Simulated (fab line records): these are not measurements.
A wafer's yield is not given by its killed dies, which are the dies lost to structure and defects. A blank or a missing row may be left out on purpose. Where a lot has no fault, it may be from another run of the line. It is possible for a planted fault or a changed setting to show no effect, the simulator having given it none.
fab line records -- flow n5_finfet
[record] lots = 11, wafers = 33, last_day = 17
route steps=1938 shown BEOL_M13@1670
lots untouched by any fault: they come from a run of this same line in which no faults occurred
start_h: hours from the record's opening day to when the first of the lot's shown wafers began -- wait_h: how many hours have passed since the lot's step before this one -- " identical to the entry in the row above -- L1.1+2: one row covering several wafers at once -- - no value present, or no start provided -- * or withheld: withheld -- < > ~ a bound
route shown NAME@n: NAME is a module with steps in the file, n the number in the route of the first one -- usual: mean/standard deviation taken from wafers without a fault -- same: alike in all rows -- chamber/n: place in a boat -- sites: per-site readings -- _std_site: the standard deviation of these -- _edge_site: inner sites' mean taken away from outer sites' mean -- radius_mm: how far each site lies from the wafer's centre -- mask NAME#n: copy n -- behind: the most recent tool/chamber to have shaped the wafer -- hold: the reason the lot was held/the length of the hold in hours/how it ended -- device: the n, p or np transistor that did not switch -- end of line: tests run on the same wafers once the route is complete -- step lacking rows: just its recipe -- killed: the dies lost at the first sort to structure and to defects; this is not the yield of the wafer -- map: a wafer's dies, marking killed ones x, the rest . and places with no die _
set.NAME: the setting the step ran with; set.NAME@STEP: the setting that earlier step ran with -- model.NAME: the simulator's own value behind a step, which no gauge read
route steps across a sampled set of lots; one table per step, one row per wafer
services: a tool's chamber out of use, with start hour (start_h, from the record's first day; less than 0 if before it), hours out, and reason
[[steps]]
[step N5_BEOL_M13_OVL_MEAS_11]
[recipe] points_per_wafer = 44
[usual] V12_OVL = 2/5.2
[same] points_per_wafer = 44
lot.wafer,tool,chamber,start_h,wait_h,V12_OVL[nm]
L253.2,overlay-01,0,255.18,0.0,3
L253.4,overlay-01,0,255.18,0.0,6
L253.5,overlay-01,0,255.18,0.0,1
L256.2,overlay-02,0,265.14,0.0,-2
L256.3,overlay-02,0,265.14,0.0,-5
L256.6,overlay-02,0,265.14,0.0,5
L258.1,overlay-01,0,291.53,0.0,-1
L258.3,overlay-01,0,291.53,0.0,2
L258.6,overlay-01,0,291.53,0.0,1
L259.1,overlay-02,0,297.03,0.0,-2
L259.4,overlay-02,0,297.03,0.0,2
L259.6,overlay-02,0,297.03,0.0,5
L260.1,overlay-01,0,301.10,0.0,4
L260.3,overlay-01,0,301.10,0.0,4
L260.4,overlay-01,0,301.10,0.0,3
L262.3,overlay-02,0,313.15,0.0,6
L262.4,overlay-02,0,313.15,0.0,3
L262.6,overlay-02,0,313.15,0.0,3
L264.2,overlay-01,0,321.05,0.0,1
L264.3,overlay-01,0,321.05,0.0,6
L264.6,overlay-01,0,321.05,0.0,-2
L266.1,overlay-02,0,328.75,0.0,5
L266.3,overlay-02,0,328.75,0.0,3
L266.4,overlay-02,0,328.75,0.0,5
L269.2,overlay-02,0,344.02,0.0,-3
L269.3,overlay-02,0,344.02,0.0,2
L269.6,overlay-02,0,344.02,0.0,-3
L271.1,overlay-01,0,363.49,0.0,-1
L271.2,overlay-01,0,363.49,0.0,-9
L271.6,overlay-01,0,363.49,0.0,2
L274.4,overlay-01,0,376.41,0.0,-12
L274.5,overlay-01,0,376.41,0.0,0
L274.6,overlay-01,0,376.41,0.0,-12
[step N5_BEOL_M13_ETCH_59]
[recipe] chemistry = N2/H2, target = BARC, target_depth_a = 890, overetch_a = 267, time_s = 67.9, ion_energy_ev = 200, pressure_mtorr = 30, source_w = 840, bias_w = 150, n2_flow_sccm = 200, h2_flow_sccm = 200
[usual] chamber_pressure_mTorr = 30.002/0.026, drypump_motor_current_A = 5.87/0.24, oes_product_au = 0.69/0.079, rf_vpp_V = 524.1/2.3, showerhead_plenum_p_Torr = 2.55/0.075, throttle_valve_pct = 17.91/0.27
[same] time_s = 67.9
lot.wafer,tool,chamber,start_h,wait_h,chamber_pressure_mTorr,drypump_motor_current_A,oes_product_au,rf_hours_counter_h,rf_vpp_V,showerhead_plenum_p_Torr,throttle_valve_pct
L253.2,rie_diel-02,1,255.51,0.0,30.011,5.92,0.60,233,524.2,2.50,18.19
L253.4,rie_diel-02,3,255.51,0.0,30.055,5.62,0.83,3,523.5,2.60,17.65
L253.5,rie_diel-02,0,255.51,0.0,29.963,6.08,0.64,-,522.1,2.53,18.16
L256.2,rie_diel-06,3,265.24,0.0,30.016,6.13,0.67,109,521.5,2.45,18.01
L256.3,rie_diel-06,0,265.24,0.0,29.971,5.81,0.81,3,525.5,2.60,17.74
L256.6,rie_diel-06,1,265.24,0.0,29.976,5.97,0.80,-,526.3,2.60,17.46
L258.1,rie_diel-06,3,291.73,0.0,30.018,6.15,0.66,121,522.4,2.44,18.03
L258.3,rie_diel-06,1,291.73,0.0,30.004,5.94,0.77,20,526.0,2.60,17.50
L258.6,rie_diel-06,0,291.73,0.0,29.957,5.83,0.78,-,525.8,2.59,17.77
L259.1,rie_diel-02,1,297.12,0.0,30.044,5.91,0.59,252,524.6,2.49,18.22
L259.4,rie_diel-02,0,297.12,0.0,30.009,6.09,0.63,-,523.2,2.52,18.19
L259.6,rie_diel-02,2,297.12,0.0,30.008,5.33,0.64,-,521.3,2.43,17.84
L260.1,rie_diel-04,3,301.20,0.0,29.983,5.45,0.61,237,523.9,2.51,18.26
L260.3,rie_diel-04,0,301.20,0.0,29.991,5.82,0.64,178,527.6,2.64,18.31
L260.4,rie_diel-04,3,301.20,0.0,30.019,5.45,0.61,-,522.8,2.51,18.28
L262.3,rie_diel-06,1,313.24,0.0,30.020,5.96,0.76,27,526.0,2.60,17.50
L262.4,rie_diel-06,2,313.24,0.0,29.978,5.75,0.60,227,526.2,2.62,18.14
L262.6,rie_diel-06,1,313.24,0.0,30.009,5.96,0.77,-,526.8,2.60,17.51
L264.2,rie_diel-06,0,321.15,0.0,30.029,5.85,0.76,25,525.5,2.59,17.78
L264.3,rie_diel-06,3,321.15,0.0,30.006,6.16,0.66,131,522.1,2.44,18.06
L264.6,rie_diel-06,2,321.15,0.0,29.991,5.78,0.60,-,526.6,2.62,18.14
L266.1,rie_diel-06,2,328.84,0.0,30.021,5.80,0.60,231,525.1,2.62,18.13
L266.3,rie_diel-06,0,328.84,0.0,30.002,5.84,0.75,27,524.7,2.59,17.77
L266.4,rie_diel-06,3,328.84,0.0,29.970,6.13,0.66,133,521.4,2.44,18.06
L269.2,rie_diel-02,1,344.12,0.0,30.025,5.90,0.79,6,522.1,2.49,17.78
L269.3,rie_diel-02,3,344.12,0.0,30.019,5.62,0.77,32,526.1,2.58,17.72
L269.6,rie_diel-02,0,344.12,0.0,30.022,6.11,0.61,-,523.6,2.51,18.22
L271.1,rie_diel-02,1,363.58,0.0,29.992,5.93,0.77,12,523.0,2.48,17.80
L271.2,rie_diel-02,2,363.58,0.0,29.988,5.34,0.62,209,519.5,2.43,17.86
L271.6,rie_diel-02,1,363.58,0.0,29.988,5.91,0.77,-,522.4,2.49,17.80
L274.4,rie_diel-02,2,376.50,0.0,30.012,5.31,0.61,213,519.1,2.42,17.87
L274.5,rie_diel-02,0,376.50,0.0,30.011,6.10,0.61,-,522.9,2.51,18.21
L274.6,rie_diel-02,1,376.50,0.0,30.007,5.91,0.77,-,521.4,2.48,17.78
[step N5_BEOL_M13_OVL_MEAS_29]
[recipe] points_per_wafer = 44
[usual] M13_OVL = -2/5.9
[same] points_per_wafer = 44
lot.wafer,tool,chamber,start_h,wait_h,M13_OVL[nm]
L253.2,overlay-01,0,256.37,0.0,-13
L253.4,overlay-01,0,256.37,0.0,-22
L253.5,overlay-01,0,256.37,0.0,-5
L256.2,overlay-02,0,266.15,0.0,-10
L256.3,overlay-02,0,266.15,0.0,-6
L256.6,overlay-02,0,266.15,0.0,5
L258.1,overlay-02,0,292.71,0.0,5
L258.3,overlay-02,0,292.71,0.0,10
L258.6,overlay-02,0,292.71,0.0,4
L259.1,overlay-02,0,297.98,0.0,-1
L259.4,overlay-02,0,297.98,0.0,4
L259.6,overlay-02,0,297.98,0.0,14
L260.1,overlay-01,0,302.05,0.0,0
L260.3,overlay-01,0,302.05,0.0,-9
L260.4,overlay-01,0,302.05,0.0,5
L262.3,overlay-02,0,314.26,0.0,-8
L262.4,overlay-02,0,314.26,0.0,0
L262.6,overlay-02,0,314.26,0.0,-7
L264.2,overlay-02,0,322.00,0.0,-12
L264.3,overlay-02,0,322.00,0.0,-4
L264.6,overlay-02,0,322.00,0.0,-12
L266.1,overlay-02,0,329.69,0.0,-16
L266.3,overlay-02,0,329.69,0.0,-15
L266.4,overlay-02,0,329.69,0.0,-1
L269.2,overlay-01,0,345.10,0.0,-4
L269.3,overlay-01,0,345.10,0.0,0
L269.6,overlay-01,0,345.10,0.0,-2
L271.1,overlay-01,0,364.59,0.1,11
L271.2,overlay-01,0,364.59,0.1,2
L271.6,overlay-01,0,364.59,0.1,7
L274.4,overlay-02,0,377.36,0.0,-2
L274.5,overlay-02,0,377.36,0.0,-10
L274.6,overlay-02,0,377.36,0.0,-2
[step N5_BEOL_M13_ETCH_67]
[recipe] chemistry = CF4, target = SiARC, target_depth_a = 1430, time_s = 238.3, ion_energy_ev = 80, pressure_mtorr = 40, source_w = 545, bias_w = 36, Ar_flow_sccm = 100, cf4_flow_sccm = 100, ends = cleared
[usual] chamber_pressure_mTorr = 40.00/0.036, drypump_motor_current_A = 5.81/0.28, etch_rf_on_time_s = 238/4.6, oes_product_au = 0.70/0.079, rf_vpp_V = 184.1/1.1, showerhead_plenum_p_Torr = 2.14/0.066, throttle_valve_pct = 15.62/0.28
lot.wafer,tool,chamber,start_h,wait_h,chamber_pressure_mTorr,drypump_motor_current_A,etch_rf_on_time_s,oes_product_au,rf_hours_counter_h,rf_vpp_V,showerhead_plenum_p_Torr,throttle_valve_pct
L253.2,rie_diel-06,1,256.69,0.0,40.00,5.95,232,0.82,6,183.8,2.19,15.23
L253.4,rie_diel-06,0,256.69,0.0,39.98,5.82,237,0.82,2,185.1,2.19,15.59
L253.5,rie_diel-06,2,256.69,0.0,40.04,5.77,236,0.62,-,184.7,2.21,15.84
L256.2,rie_diel-02,0,266.24,0.0,39.98,6.07,245,0.63,185,183.8,2.13,15.89
L256.3,rie_diel-02,1,266.24,0.0,40.04,5.90,240,0.59,236,182.6,2.11,16.00
L256.6,rie_diel-02,3,266.24,0.0,39.99,5.58,237,0.82,-,185.9,2.19,15.42
L258.1,rie_diel-06,0,292.80,0.0,39.97,5.83,235,0.79,15,184.4,2.19,15.63
L258.3,rie_diel-06,3,292.80,0.0,39.97,6.11,241,0.65,121,183.1,2.07,15.78
L258.6,rie_diel-06,0,292.80,0.0,40.00,5.84,235,0.77,-,185.3,2.19,15.61
L259.1,rie_diel-02,2,298.12,0.0,40.00,5.30,291,0.60,185,183.2,2.05,15.53
L259.4,rie_diel-02,0,298.12,0.0,40.02,6.09,295,0.59,-,184.1,2.13,15.93
L259.6,rie_diel-02,2,298.12,0.0,39.97,5.31,291,0.60,-,182.1,2.05,15.52
L260.1,rie_diel-02,2,302.15,0.0,40.01,5.33,290,0.60,187,182.8,2.05,15.51
L260.3,rie_diel-02,0,302.15,0.0,39.98,6.09,297,0.60,203,184.5,2.13,15.94
L260.4,rie_diel-02,2,302.15,0.0,40.00,5.35,290,0.60,-,182.5,2.05,15.52
L262.3,rie_diel-02,3,314.35,0.0,40.00,5.60,286,0.76,21,183.4,2.19,15.42
L262.4,rie_diel-02,0,314.35,0.0,40.10,6.07,295,0.59,-,184.4,2.13,15.93
L262.6,rie_diel-02,2,314.35,0.0,39.99,5.30,290,0.59,-,182.3,2.05,15.54
L264.2,rie_diel-06,2,322.09,0.0,40.05,5.76,239,0.60,229,184.5,2.21,15.90
L264.3,rie_diel-06,0,322.09,0.0,40.00,5.80,237,0.76,25,184.8,2.18,15.63
L264.6,rie_diel-06,1,322.09,0.0,39.99,5.95,235,0.76,-,183.8,2.18,15.29
L266.1,rie_diel-04,3,329.78,0.0,39.96,5.47,239,0.60,247,183.1,2.11,15.91
L266.3,rie_diel-04,2,329.78,0.0,39.98,5.80,234,0.73,62,183.2,2.08,15.00
L266.4,rie_diel-04,1,329.78,0.0,40.03,6.24,234,0.75,57,184.9,2.26,15.66
L269.2,rie_diel-06,3,345.19,0.0,40.05,6.13,246,0.64,140,183.0,2.06,15.83
L269.3,rie_diel-06,0,345.19,0.0,40.00,5.87,238,0.75,32,184.3,2.18,15.65
L269.6,rie_diel-06,0,345.19,0.0,39.96,5.83,236,0.75,-,182.9,2.18,15.65
L271.1,rie_diel-06,3,364.72,0.0,40.02,6.13,242,0.64,144,184.2,2.06,15.83
L271.2,rie_diel-06,0,364.72,0.0,40.02,5.84,236,0.75,36,186.1,2.18,15.66
L271.6,rie_diel-06,0,364.72,0.0,40.03,5.85,236,0.74,-,183.9,2.18,15.65
L274.4,rie_diel-04,3,377.45,0.0,39.97,5.45,236,0.83,6,183.5,2.11,15.44
L274.5,rie_diel-04,1,377.45,0.0,39.97,6.24,231,0.73,-,185.6,2.25,15.70
L274.6,rie_diel-04,2,377.45,0.0,39.97,5.82,234,0.71,-,182.1,2.08,15.06
[[services]]
tool,chamber,start_h,hours,kind
rie_diel-02,3,240.04,7.0,repair
rie_diel-06,0,240.32,-,clean
rie_diel-06,0,240.32,-,consumable_replace:focus_ring
rie_diel-06,0,240.32,11.9,scheduled_down
rie_diel-06,0,240.32,11.9,vent_cycle
rie_diel-04,3,256.08,4.6,repair
rie_diel-04,-,270.47,28.1,pm
rie_diel-02,3,286.50,12.4,repair
rie_diel-02,1,298.96,-,clean
rie_diel-02,1,298.96,-,consumable_replace:focus_ring
rie_diel-02,1,298.96,24.0,scheduled_down
rie_diel-02,1,298.96,24.0,vent_cycle
rie_diel-04,2,300.05,8.2,repair
rie_diel-06,2,315.03,5.0,repair
rie_diel-04,2,334.34,3.7,repair
rie_diel-04,3,338.15,-,clean
rie_diel-04,3,338.15,-,consumable_replace:focus_ring
rie_diel-04,3,338.15,16.6,scheduled_down
rie_diel-04,3,338.15,16.6,vent_cycle
rie_diel-06,2,364.29,10.0,repair
rie_diel-06,-,368.95,1.7,repair
[[key]]
[first_sign] step = N5_BEOL_M13_ETCH_67, reading = etch_rf_on_time_s, direction = up, sigmas = 12, usual = *, struck = *
effect none on later readings
met_at N5_BEOL_M13_ETCH_67
struck_lots L259,L260,L262
not_acting_at N5_BEOL_M13_OVL_MEAS_11,N5_BEOL_M13_ETCH_59,N5_BEOL_M13_OVL_MEAS_29
onset_between 266.24 298.12
[fault] kind = process_parameter_drift, tool = rie_diel-02, chamber = -, onset_h = 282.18, steps = N5_BEOL_M13_ETCH_67, channel = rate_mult, offset = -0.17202, shape = step, end_h = 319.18
